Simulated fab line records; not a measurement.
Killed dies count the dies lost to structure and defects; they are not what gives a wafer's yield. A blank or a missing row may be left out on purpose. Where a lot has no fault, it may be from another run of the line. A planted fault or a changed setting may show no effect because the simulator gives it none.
Matching of chambers / flow nand harc / NHARC_P_CONTACT_CMP_01 on cmp-01: 4 sister chambers
The step polishes SiO2, target thk 200 nm. 4 wafers are shown with their chamber, then 9 later ones without.

EACH WAFER AND ITS CHAMBER
wafer=L079.3; chamber=2; motor current A (A)=13.8
wafer=L086.1; chamber=1; motor current A (A)=12.8
wafer=L086.5; chamber=0; motor current A (A)=11.8
wafer=L086.6; chamber=3; motor current A (A)=12.9

WAFERS WITH NO CHAMBER GIVEN
wafer=L088.1; motor current A (A)=11.2
wafer=L088.2; motor current A (A)=13.1
wafer=L088.4; motor current A (A)=13.3
wafer=L092.2; motor current A (A)=11.2
wafer=L092.4; motor current A (A)=13.4
wafer=L092.5; motor current A (A)=13.9
wafer=L094.3; motor current A (A)=12.2
wafer=L094.4; motor current A (A)=12.0
wafer=L094.5; motor current A (A)=12.7

WHICH CHAMBER EACH WENT THROUGH
wafer=L088.1; from the rows above=0; in truth=0
wafer=L088.2; from the rows above=can't be placed: 3 or 1 or 2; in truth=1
wafer=L088.4; from the rows above=can't be placed: 3 or 1 or 2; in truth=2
wafer=L092.2; from the rows above=0; in truth=0
wafer=L092.4; from the rows above=can't be placed: 2 or 3 or 1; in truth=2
wafer=L092.5; from the rows above=2; in truth=2
wafer=L094.3; from the rows above=can't be placed: 0 or 1 or 3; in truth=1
wafer=L094.4; from the rows above=can't be placed: 0 or 1 or 3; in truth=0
wafer=L094.5; from the rows above=can't be placed: 1 or 3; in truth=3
Placed correctly: 3 of 9. Not placeable from these rows: 6 (in 6, the candidates include the true chamber). Number placed wrongly: 0.
How it was worked out, from the rows above alone: a wafer's distance from a chamber is the root of the sum, over the readings, of the square of ((its reading less the chamber's mean) divided by the reading's scatter). The wafer belongs to the nearest chamber; if the next one is less than 2 further off, it can't be placed. For every chamber, the mean is computed from those of its wafers that are shown. The scatter: root of mean squared gap, hidden wafer to nearest shown wafer, with one shown wafer a chamber.
